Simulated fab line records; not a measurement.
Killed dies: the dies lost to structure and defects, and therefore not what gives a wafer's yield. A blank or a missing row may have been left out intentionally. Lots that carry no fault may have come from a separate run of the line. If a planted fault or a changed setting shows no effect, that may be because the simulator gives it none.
Chamber matching + flow nand_harc + 4 sister chambers for NHARC_P_M2_CMP_23 on cmp-01
The step polishes, t overpolish 20 s, target thk 144.3 nm. 17 wafers are shown with their chamber, then 8 later ones without.

== WAFERS, EACH WITH ITS CHAMBER ==
| wafer  | chamber | motor_current_A (A) | time_to_endpoint_s (s) |
|--------|---------|---------------------|------------------------|
| L985.3 | 1       | 11.7                | 29.0                   |
| L992.1 | 0       | 11.5                | 27.6                   |
| L992.4 | 2       | 11.5                | 27.9                   |
| L992.6 | 3       | 12.1                | 29.3                   |
| L991.1 | 1       | 11.9                | 30.6                   |
| L991.2 | 3       | 12.2                | 29.1                   |
| L991.4 | 0       | 12.0                | 31.7                   |
| L993.1 | 1       | 11.3                | 30.6                   |
| L993.4 | 2       | 11.3                | 28.8                   |
| L993.5 | 2       | 11.3                | 27.1                   |
| L994.1 | 0       | 12.1                | 27.3                   |
| L994.4 | 2       | 11.4                | 26.6                   |
| L994.6 | 3       | 12.2                | 25.6                   |
| L996.1 | 1       | 11.2                | 28.0                   |
| L996.5 | 0       | 11.8                | 26.4                   |
| L996.6 | 1       | 12.2                | 25.1                   |
| L997.1 | 2       | 11.4                | 24.5                   |

SIGNATURES (averages over the wafers above)
| reading            | chamber 0 | chamber 1 | chamber 2 | chamber 3 | scatter within a chamber |
|--------------------|-----------|-----------|-----------|-----------|--------------------------|
| motor_current_A    | 11.850    | 11.660    | 11.380    | 12.167    | 0.268                    |
| time_to_endpoint_s | 28.250    | 28.660    | 26.980    | 28.000    | 2.09                     |
Rule: for a wafer and a chamber, the distance is found by dividing, reading by reading, the gap between the wafer's reading and the chamber's mean by the reading's scatter, squaring, summing and taking the root. If the next closest chamber is less than 2 further off than the closest, the wafer can't be placed; otherwise it belongs to the closest. How the scatter is found: for the shown wafers, subtract from each reading the mean of its chamber, square and add these, divide the total by (wafers less chambers), then take the root.

== WAFERS WHOSE CHAMBER IS MISSING ==
| wafer  | motor_current_A (A) | time_to_endpoint_s (s) |
|--------|---------------------|------------------------|
| L997.4 | 12.6                | 25.2                   |
| L997.5 | 11.7                | 25.8                   |
| L998.1 | 11.3                | 31.1                   |
| L998.2 | 12.0                | 32.5                   |
| L998.4 | 12.0                | 29.7                   |
| L999.2 | 11.9                | 26.3                   |
| L999.4 | 11.8                | 27.8                   |
| L999.6 | 12.1                | 27.1                   |

== CHAMBER TAKEN BY EACH ==
| wafer  | from the rows above               | in truth |
|--------|-----------------------------------|----------|
| L997.4 | can't be placed: 3 or 0 or 1      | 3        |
| L997.5 | can't be placed: 0 or 2 or 1 or 3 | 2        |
| L998.1 | can't be placed: 1 or 2 or 0 or 3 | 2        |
| L998.2 | can't be placed: 0 or 1 or 3 or 2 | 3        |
| L998.4 | can't be placed: 0 or 3 or 1 or 2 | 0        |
| L999.2 | can't be placed: 0 or 3 or 1 or 2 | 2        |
| L999.4 | can't be placed: 0 or 1 or 3 or 2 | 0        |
| L999.6 | can't be placed: 3 or 0 or 1      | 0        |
Correct placement for 0 of the 8. These rows do not allow placing 8 (true chamber among the candidates in 8). Placed wrongly: 0.
